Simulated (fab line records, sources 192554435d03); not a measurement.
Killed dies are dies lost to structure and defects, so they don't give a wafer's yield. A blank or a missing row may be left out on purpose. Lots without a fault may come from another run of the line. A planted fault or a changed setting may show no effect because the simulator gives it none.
One fault seen from 2 desks | flow n5_finfet | each desk has only its own numbers; what lay behind them comes last

THE TOOL OWNER'S DESK: pecvd-03
The tool's own readings at N5_BEOL_M11_DEP_56 (deposits SiCN from 3MS/NH3, target thk 30 nm, time 10.5 s): means of the sampled wafers that have a number, for each lot that ran on this tool. A lot is out of limits, marked OUT, if its mean lies more than 4 standard deviations from the usual mean; the brackets give that distance.
Columns: A = showerhead_plenum_p_Torr at N5_BEOL_M11_DEP_56, usual 4.156 Torr; B = showerhead_vpp_V at N5_BEOL_M11_DEP_56, usual 1592 V; C = throttle_valve_pct at N5_BEOL_M11_DEP_56, usual 17.5 %
lot  | first seen here | A     | B    | C
L120 | day 12 00:14    | 4.131 | 1570 | 17.4
L125 | day 12 23:12    | 4.132 | 1584 | 17.1
L127 | day 13 16:56    | 4.132 | 1548 | 18.0
This desk's finding: nothing out of limits on any of the 3 lots.

THE METROLOGY DESK
What the gauges read, lot by lot, whatever tool the lot ran on: means of the sampled wafers that have a number. A lot is out of limits, marked OUT, if its mean lies more than 4 standard deviations from the usual mean; the brackets give that distance.
Columns: A = M11_THK at N5_BEOL_M11_THK_MEAS_53, usual 135 nm; B = M11_RS at N5_BEOL_M11_RS_MEAS_57, usual 0.157 ohm/sq
lot  | first seen here | A   | B
L116 | day 10 22:38    | 134 | 0.157
L120 | day 12 00:10    | 135 | 0.157
L125 | day 12 23:07    | 132 | 0.163
L127 | day 13 16:52    | 132 | 0.162
L135 | day 15 20:07    | 140 | 0.151
L137 | day 16 23:11    | 137 | 0.155
This desk's finding: nothing out of limits on any of the 6 lots.

PUT TOGETHER
The tool owner's desk saw nothing out of limits.
The metrology desk saw nothing out of limits.

WHAT THE SIMULATOR HAD PUT IN
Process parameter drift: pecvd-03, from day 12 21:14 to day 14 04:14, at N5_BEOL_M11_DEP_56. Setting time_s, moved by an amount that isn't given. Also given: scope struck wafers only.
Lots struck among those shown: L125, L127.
